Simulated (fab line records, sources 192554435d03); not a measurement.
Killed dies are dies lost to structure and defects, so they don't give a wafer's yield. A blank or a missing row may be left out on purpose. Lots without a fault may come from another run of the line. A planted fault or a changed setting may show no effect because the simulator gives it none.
fab line records | flow n5_finfet
record lots=9 wafers=27 last_day=17
route steps=1938 shown SD_EPI_P@303 SDB@353 BEOL_M4@1111 PASSIVATION@1936
lots that met no fault: from a run of the same line without faults
start_h: hours from the record's first day to the start of the lot's first wafer shown | wait_h: hours since the lot's step before | " the same as in the row above | L1.1+2: a row that stands for several wafers | - no value, or no start given | * or withheld: withheld | < > ~ a bound
route shown NAME@n: a module of which the file shows steps, and the number in the route of the first | usual: mean/standard deviation of fault-free wafers | same: alike in all rows | chamber/n: place in a boat | sites: the reading at each site | _std_site: their standard deviation | _edge_site: outer sites' mean less inner sites' | radius_mm: how far each site lies from the wafer's centre | mask NAME#n: copy n | behind: the tool/chamber that last shaped the wafer | hold: why the lot was held/for how many hours/how that ended | device: the transistor (n, p or np) that didn't switch | end of line: the same wafers' tests at the end of the route | a step without rows: its recipe alone | killed: dies lost to structure and defects at the first sort, not the wafer's yield | map: a wafer's dies, x killed, . not, _ none there
set.NAME: the setting as run; set.NAME@STEP: as run at that earlier step | model.NAME: the simulator's own value behind a step, which no gauge read
steps of the route over a sample of lots; a table a step, a row a wafer
services: from which hour (start_h, from the record's first day; less than 0 if before it) a tool's chamber was out of use, for how many hours, and why
## steps
# step N5_SD_EPI_P_CD_MEAS_09
# recipe target_cd_nm=240 landing_energy_ev=500 detector=se_inlens
# usual cd_nm=240.1/0.87
# columns lot.wafer tool chamber start_h wait_h cd_nm
L500.2 cd_sem-02 0 69.16 - 240.1
L500.3 " 0 " " 240.7
L500.5 " 0 " " 239.8
L504.3 cd_sem-01 0 90.74 - 240.3
L504.4 " 0 " " 240.3
L504.5 " 0 " " 240.7
L505.1 cd_sem-01 0 96.19 - 239.1
L505.5 " 0 " " 239.2
L505.6 " 0 " " 238.4
L511.4 cd_sem-01 0 132.98 - 238.7
L511.5 " 0 " " 238.4
L511.6 " 0 " " 239.5
L512.3 cd_sem-02 0 139.76 - 240.2
L512.5 " 0 " " 241.2
L512.6 " 0 " " 239.7
L514.1 cd_sem-02 0 150.62 - 242.3
L514.4 " 0 " " 241.6
L514.6 " 0 " " 241.5
L516.4 cd_sem-03 0 162.37 - 239.7
L516.5 " 0 " " 240.3
L516.6 " 0 " " 240.0
L519.1 cd_sem-01 0 178.82 - 239.6
L519.3 " 0 " " 240.2
L519.4 " 0 " " 240.3
L520.1 cd_sem-01 0 189.39 - 239.9
L520.3 " 0 " " 240.9
L520.5 " 0 " " 239.4
# step N5_SD_EPI_P_ETCH_36
# recipe chemistry=CF4 target=SiARC target_depth_a=455 mask_material=CAR-ArF-block time_s=75.8 ion_energy_ev=80 pressure_mtorr=40 source_w=545 bias_w=36 Ar_flow_sccm=100 cf4_flow_sccm=100 ends=cleared
# usual chamber_pressure_mTorr=40.00/0.043 drypump_motor_current_A=5.6/0.52 etch_rf_on_time_s=76.1/1.6 oes_product_au=0.67/0.058 rf_vpp_V=184.3/1.3 showerhead_plenum_p_Torr=2.17/0.087 throttle_valve_pct=15.65/0.2
# columns lot.wafer tool chamber start_h wait_h chamber_pressure_mTorr drypump_motor_current_A etch_rf_on_time_s oes_product_au rf_hours_counter_h rf_vpp_V showerhead_plenum_p_Torr throttle_valve_pct
L500.2 rie_diel-03 3 69.28 0.0 40.00 5.9 77.3 0.68 74 184.2 2.25 15.58
L500.3 " 1 " " 39.98 5.2 76.7 0.65 121 184.9 2.15 15.78
L500.5 " 3 " " 40.03 5.9 77.5 0.68 - 185.5 2.25 15.57
L504.3 rie_diel-02 3 90.93 0.0 40.02 5.6 76.3 0.78 26 184.8 2.27 15.47
L504.4 " 1 " " 40.31 4.9 77.1 0.63 173 184.6 2.05 15.31
L504.5 " 1 " " 39.97 4.9 77.9 0.62 - 182.3 2.05 15.29
L505.1 rie_diel-02 2 96.35 0.0 40.04 6.0 76.1 0.68 90 182.2 2.00 15.83
L505.5 " 1 " " 40.03 4.9 78.0 0.63 - 182.7 2.05 15.32
L505.6 " 2 " " 40.00 6.1 76.8 0.68 - 181.5 2.00 15.83
L511.4 rie_diel-03 2 133.42 0.0 40.03 6.5 76.5 0.64 145 186.4 2.23 15.42
L511.5 " 3 " " 39.98 5.8 76.2 0.66 - 185.8 2.24 15.62
L511.6 " 0 " " 39.99 5.3 75.5 0.64 - 184.2 2.15 15.94
L512.3 rie_diel-01 2 140.16 0.0 40.06 4.8 73.5 0.82 6 185.1 2.26 15.41
L512.5 " 2 " " 39.98 4.8 74.7 0.83 - 184.8 2.26 15.40
L512.6 " 3 " " 40.00 5.2 73.3 0.66 - 184.0 2.14 15.79
L514.1 rie_diel-02 3 151.18 0.0 40.03 5.6 76.2 0.75 46 185.1 2.26 15.50
L514.4 " 2 " " 39.98 6.1 74.4 0.68 104 183.3 1.99 15.87
L514.6 " 0 " " 39.97 5.3 75.5 0.64 - 183.5 2.14 15.82
L516.4 rie_diel-02 1 162.69 0.0 40.03 4.9 77.8 0.60 199 181.8 2.04 15.35
L516.5 " 1 " " 40.04 4.9 77.8 0.61 - 182.6 2.04 15.35
L516.6 " 2 " " 40.03 6.0 75.4 0.67 - 182.4 1.99 15.87
L519.1 rie_diel-03 2 178.94 0.0 40.00 6.4 76.0 0.64 155 184.4 2.22 15.47
L519.3 " 3 " " 39.93 5.8 75.7 0.66 108 185.5 2.24 15.65
L519.4 " 1 " " 40.06 5.2 75.7 0.63 153 183.8 2.14 15.83
L520.1 rie_diel-01 2 189.51 0.0 40.00 4.8 73.6 0.80 20 184.9 2.26 15.41
L520.3 " 3 " " 40.00 5.2 72.9 0.66 158 184.6 2.14 15.83
L520.5 " 3 " " 39.98 5.2 73.1 0.66 - 183.6 2.14 15.84
# step N5_SDB_EXPOSE_08
# recipe mask_id=SDB na=1.35 source_shape=conventional sigma_outer=0.5 polarization=unpolarized dose_mj=49.6
# usual focus_offset_nm=0.0/0.56
# same sigma_outer=0.5
# columns lot.wafer tool chamber start_h wait_h mask focus_offset_nm
L500.2 arfi_scanner-01 0 80.60 - SDB#0 -0.3
L500.3 " 0 " " SDB#0 -0.5
L500.5 " 0 " " SDB#0 -0.3
L504.3 arfi_scanner-01 0 105.61 - SDB#0 0.3
L504.4 " 0 " " SDB#0 0.2
L504.5 " 0 " " SDB#0 0.1
L505.1 arfi_scanner-01 0 108.06 - SDB#0 0.8
L505.5 " 0 " " SDB#0 0.6
L505.6 " 0 " " SDB#0 0.7
L511.4 arfi_scanner-03 0 144.92 - SDB#0 0.5
L511.5 " 0 " " SDB#0 0.9
L511.6 " 0 " " SDB#0 0.2
L512.3 arfi_scanner-03 0 151.99 - SDB#0 -0.2
L512.5 " 0 " " SDB#0 -0.7
L512.6 " 0 " " SDB#0 -0.8
L514.1 arfi_scanner-03 0 163.22 - SDB#0 -0.9
L514.4 " 0 " " SDB#0 0.0
L514.6 " 0 " " SDB#0 0.0
L516.4 arfi_scanner-02 0 173.81 - SDB#0 0.0
L516.5 " 0 " " SDB#0 -0.5
L516.6 " 0 " " SDB#0 -0.5
L519.1 arfi_scanner-03 0 190.78 - SDB#0 0.0
L519.3 " 0 " " SDB#0 -0.7
L519.4 " 0 " " SDB#0 -0.1
L520.1 arfi_scanner-03 0 200.73 - SDB#0 0.0
L520.3 " 0 " " SDB#0 -0.8
L520.5 " 0 " " SDB#0 0.8
# step N5_SDB_OVL_MEAS_12
# recipe points_per_wafer=44
# usual SDB_OVL=0.2/0.66
# columns lot.wafer tool chamber start_h wait_h SDB_OVL[nm]
L500.2 overlay-01 0 80.75 0.0 1.2
L500.3 " 0 " " 1.2
L500.5 " 0 " " 0.2
L504.3 overlay-02 0 105.75 0.0 7.5
L504.4 " 0 " " 8.7
L504.5 " 0 " " 7.6
L505.1 overlay-01 0 108.22 0.0 7.8
L505.5 " 0 " " 7.8
L505.6 " 0 " " 7.7
L511.4 overlay-02 0 145.06 0.0 -0.2
L511.5 " 0 " " 0.1
L511.6 " 0 " " 0.6
L512.3 overlay-01 0 152.13 0.0 -0.9
L512.5 " 0 " " -0.7
L512.6 " 0 " " 0.0
L514.1 overlay-02 0 163.38 0.0 0.3
L514.4 " 0 " " 0.3
L514.6 " 0 " " 0.2
L516.4 overlay-02 0 173.95 0.0 0.3
L516.5 " 0 " " 0.8
L516.6 " 0 " " -0.3
L519.1 overlay-01 0 190.94 0.0 1.1
L519.3 " 0 " " 1.4
L519.4 " 0 " " 1.0
L520.1 overlay-01 0 200.89 0.0 0.6
L520.3 " 0 " " 0.1
L520.5 " 0 " " -0.1
# step N5_SDB_THK_MEAS_31
# recipe reads=a-Si_of_DUMMY_GATE_CVD_03
# usual SDB_THK=64.4/1.1
# columns lot.wafer tool chamber start_h wait_h SDB_THK[nm]
L500.2 film_metro-01 - 84.90 - 64.0
L500.3 " - " " 65.8
L500.5 " - " " 67.2
L504.3 film_metro-02 - 110.37 - 65.0
L504.4 " - " " 65.5
L504.5 " - " " 65.6
L505.1 film_metro-01 - 112.11 - 66.9
L505.5 " - " " 64.7
L505.6 " - " " 64.2
L511.4 film_metro-02 - 149.09 - 64.3
L511.5 " - " " 65.6
L511.6 " - " " 65.4
L512.3 film_metro-02 - 156.11 - 62.8
L512.5 " - " " 63.1
L512.6 " - " " 61.8
L514.1 film_metro-02 - 167.28 - 64.4
L514.4 " - " " 64.5
L514.6 " - " " 65.3
L516.4 film_metro-01 - 178.37 - 62.9
L516.5 " - " " 63.7
L516.6 " - " " 65.2
L519.1 film_metro-01 - 195.36 - 64.0
L519.3 " - " " 63.2
L519.4 " - " " 63.2
L520.1 film_metro-01 - 205.55 - 64.4
L520.3 " - " " 63.1
L520.5 " - " " 64.3
# step N5_BEOL_M4_RC_MEAS_101
# usual DIBL_N=35.9/1.9 DIBL_P=35.8/2.4 IOFF_N=0.15/0.031 IOFF_P=0.21/0.037 ION_N=672/13 ION_P=462/8.3 SS_N=71.5/0.72 SS_P=73.2/0.67 VT_N=250/3.4 VT_P=-250/3.4
# columns lot.wafer tool chamber start_h wait_h DIBL_N[mV/V] DIBL_P[mV/V] IOFF_N[nA/um] IOFF_P[nA/um] ION_N[uA/um] ION_P[uA/um] SS_N[mV/dec] SS_P[mV/dec] VT_N[mV] VT_P[mV]
L500.2 prober-02 0 184.98 0.2 32.8 33.2 0.11 0.14 650 452 70.8 72.9 255 -258
L500.3 " 0 " " 33.6 34.1 0.11 0.14 640 435 70.8 73.1 259 -259
L500.5 " 0 " " 32.4 32.9 0.10 0.13 651 444 70.5 72.6 258 -258
L505.1 prober-02 0 203.01 0.0 35.9 36.7 0.16 0.22 684 462 70.7 73.4 248 -252
L505.5 " 0 " " 33.1 32.7 0.11 0.16 657 456 70.2 71.7 252 -254
L505.6 " 0 " " 36.3 36.9 0.17 0.22 678 460 71.2 73.2 247 -248
L504.3 prober-02 0 204.25 0.6 35.1 36.0 0.15 0.20 675 460 71.0 73.3 249 -250
L504.4 " 0 " " 37.4 37.4 0.18 0.23 683 466 71.9 74.1 248 -251
L504.5 " 0 " " 38.2 37.8 0.18 0.24 668 467 73.1 73.8 248 -249
L511.4 prober-01 0 245.17 0.5 36.8 38.0 0.17 0.24 676 465 71.6 73.1 249 -245
L511.5 " 0 " " 35.0 35.3 0.14 0.20 655 459 71.8 73.2 253 -247
L511.6 " 0 " " 34.6 36.1 0.14 0.21 679 470 71.0 73.0 249 -246
L512.3 prober-01 0 261.58 0.3 34.7 34.6 0.13 0.18 674 464 70.5 73.1 248 -256
L512.5 " 0 " " 36.6 36.6 0.15 0.20 669 457 71.8 72.7 251 -250
L512.6 " 0 " " 36.2 35.9 0.14 0.19 683 465 71.5 72.9 253 -252
L514.1 prober-01 0 264.32 0.0 35.3 36.0 0.14 0.21 675 473 70.9 73.6 251 -248
L514.4 " 0 " " 35.6 35.1 0.14 0.19 669 460 70.4 73.2 252 -250
L514.6 " 0 " " 34.8 35.6 0.13 0.20 666 461 71.4 72.9 254 -251
L516.4 prober-01 0 287.27 0.5 35.1 33.9 0.13 0.17 674 463 71.7 72.8 254 -256
L516.5 " 0 " " 38.3 38.0 0.18 0.23 693 480 71.4 73.7 250 -249
L516.6 " 0 " " 37.1 36.6 0.16 0.20 674 455 72.0 73.1 251 -253
L520.1 prober-01 0 310.02 0.0 38.1 39.6 0.19 0.26 677 462 72.5 74.5 246 -246
L520.3 " 0 " " 37.9 38.2 0.18 0.23 696 474 72.1 74.2 249 -248
L520.5 " 0 " " 35.8 37.0 0.15 0.20 674 464 71.2 74.0 251 -251
L519.1 prober-02 0 310.27 0.0 36.2 39.0 0.16 0.23 667 459 71.7 73.3 252 -248
L519.3 " 0 " " 37.0 39.4 0.16 0.22 662 451 71.6 73.5 249 -250
L519.4 " 0 " " 35.5 37.0 0.14 0.19 672 461 71.8 73.1 252 -250
# step N5_PASSIVATION_PROBE_49
# usual defect_limited_yield=91.6/1.2 killed_at_M0_to_M3=33/9.4 killed_at_M4_up=13/5.2 killed_at_contacts=13/5.6 killed_at_front_end=37/9.5 killed_at_other=4/3.1 killed_dies=99/15 killed_on_rim=13/3.6 killed_open=65/11 killed_short=32/7.5 sort_bin_5_function=4.9/0.77 sort_bin_6_memory=3.1/0.65 sort_n_pass=1081/15 sort_yield_pct=91.6/1.2
# same gross_dies=1180 killed_at_back_side=0 sort_bin_4_leakage[%]=0 sort_bin_8_speed[%]=0
# columns lot.wafer tool chamber start_h wait_h defect_limited_yield[%] killed_at_M0_to_M3 killed_at_M4_up killed_at_contacts killed_at_front_end killed_at_other killed_dies killed_on_rim killed_open killed_short sort_bin_5_function[%] sort_bin_6_memory[%] sort_n_pass sort_yield_pct[%]
L504.3 prober-01 - 309.36 0.1 52.8 21 3 19 509 5 557 69 51 19 23.1 1.9 623 52.8
L504.4 prober-01 - 309.41 0.2 33.6 36 6 23 718 0 783 106 65 29 34.2 3.0 397 33.6
L504.5 prober-01 - 309.46 0.2 30.6 26 13 18 760 2 819 104 56 35 37.0 3.1 361 30.6
L505.1 prober-02 - 323.79 0.0 34.9 37 14 9 701 7 768 101 71 46 33.2 3.5 412 34.9
L505.5 prober-02 - 323.99 0.2 44.4 19 6 17 610 4 656 84 44 35 27.3 2.4 524 44.4
L505.6 prober-02 - 324.04 0.3 34.4 26 18 14 706 10 774 102 70 35 32.7 3.0 406 34.4
L511.4 prober-01 - 350.01 0.2 93.7 18 14 7 31 4 74 11 48 25 3.9 2.3 1106 93.7
# killed by level:class
L504.3 SDB:overlay=483 MOL_CONTACT_COAG:geometric_particle:open=17 BEOL_M1:geometric_particle:open=5 BEOL_M3:geometric_particle:open=5 STI_FIN_REVEAL:geometric_particle:open=4 GATE_CUT:geometric_particle:open=4 BEOL_M3:geometric_particle:short=4 MIM_BOT:geometric_particle:open=4
L504.4 SDB:overlay=689 MOL_CONTACT_COAG:geometric_particle:open=20 BEOL_M1:geometric_particle:open=12 BEOL_M3:geometric_particle:open=11 GATE_CUT:geometric_particle:short=6 BEOL_M0_SAQP:geometric_particle:open=5 STARTING-WAFER:geometric_particle:short=5 STI_FIN_REVEAL:geometric_particle:open=4
L504.5 SDB:overlay=728 MOL_CONTACT_COAG:geometric_particle:open=12 FIN_SAQP:geometric_particle:short=8 BEOL_M4:geometric_particle:open=8 BEOL_M0_SAQP:geometric_particle:short=7 STI_FIN_REVEAL:geometric_particle:open=6 MOL_CONTACT_COAG:geometric_particle:short=6 BEOL_M3:geometric_particle:open=6
L505.1 SDB:overlay=650 FIN_SAQP:geometric_particle:short=13 STI_FIN_REVEAL:geometric_particle:open=12 FIN_SAQP:geometric_particle:open=10 BEOL_M0_SAQP:geometric_particle:open=9 MOL_CONTACT_COAG:geometric_particle:open=9 BEOL_M0_SAQP:geometric_particle:short=9 BEOL_M1:geometric_particle:short=6
L505.5 SDB:overlay=577 MOL_CONTACT_COAG:geometric_particle:open=14 FIN_SAQP:geometric_particle:short=8 FIN_SAQP:geometric_particle:open=6 BEOL_M1:geometric_particle:open=5 SPACER0:geometric_particle:open=4 GATE_CUT:geometric_particle:short=3 MOL_CONTACT_COAG:geometric_particle:short=3
L505.6 SDB:overlay=669 MOL_CONTACT_COAG:geometric_particle:open=13 FIN_SAQP:geometric_particle:short=8 FIN_SAQP:geometric_particle:open=8 BEOL_M4:geometric_particle:open=8 BEOL_M2:geometric_particle:open=8 PASS1_CAP:geometric_particle:open=6 BEOL_M1:geometric_particle:short=6
L511.4 MOL_CONTACT_COAG:geometric_particle:open=6 BEOL_M4:geometric_particle:open=6 STI_FIN_REVEAL:geometric_particle:open=5 DUMMY_GATE:geometric_particle:open=5 BEOL_M5:geometric_particle:open=4 STI_FIN_REVEAL:geometric_particle:short=3 ILD0:geometric_particle:short=3 ILD0:geometric_particle:open=3
## services
# columns tool chamber start_h hours kind
arfi_scanner-02 - 45.65 0.3 repair
rie_diel-01 - 46.39 15.6 pm
arfi_scanner-03 - 54.05 1.0 pm
rie_diel-03 - 55.82 1.1 repair
rie_diel-03 1 58.99 5.7 repair
arfi_scanner-01 - 65.50 3.1 pm
rie_diel-02 1 66.08 13.3 repair
rie_diel-01 1 70.81 8.1 repair
arfi_scanner-01 - 71.91 0.8 pm
arfi_scanner-02 - 78.91 11.0 repair
arfi_scanner-01 - 88.39 1.5 repair
rie_diel-02 2 100.33 12.5 repair
arfi_scanner-02 - 104.66 1.3 pm
arfi_scanner-02 - 121.20 0.8 pm
rie_diel-01 - 127.88 1.2 repair
rie_diel-03 - 138.91 0.2 repair
arfi_scanner-01 - 143.65 1.3 pm
arfi_scanner-03 - 150.42 1.3 pm
rie_diel-03 2 153.41 8.3 repair
arfi_scanner-03 - 159.33 0.8 pm
rie_diel-03 1 168.76 2.7 repair
rie_diel-01 1 178.44 15.9 repair
arfi_scanner-01 - 189.68 1.0 pm
arfi_scanner-03 - 191.94 4.9 pm
## key
first_sign step=N5_SDB_OVL_MEAS_12 reading=SDB_OVL direction=up sigmas=11 usual=0.2 struck=7.8
effect step=N5_PASSIVATION_PROBE_49 reading=killed_at_front_end direction=up sigmas=66 usual=37 struck=667
more_kills_born_at N5_SDB_EXPOSE_08@arfi_scanner-01=3796
met_at N5_SDB_EXPOSE_08
struck_lots L504,L505
not_acting_at N5_SD_EPI_P_CD_MEAS_09,N5_SD_EPI_P_ETCH_36,N5_SDB_THK_MEAS_31
onset_between 80.60 105.61
fault kind=scanner_matching_overlay tool=arfi_scanner-01 chamber=- onset_h=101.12 steps=N5_SDB_EXPOSE_08 offset=7.812
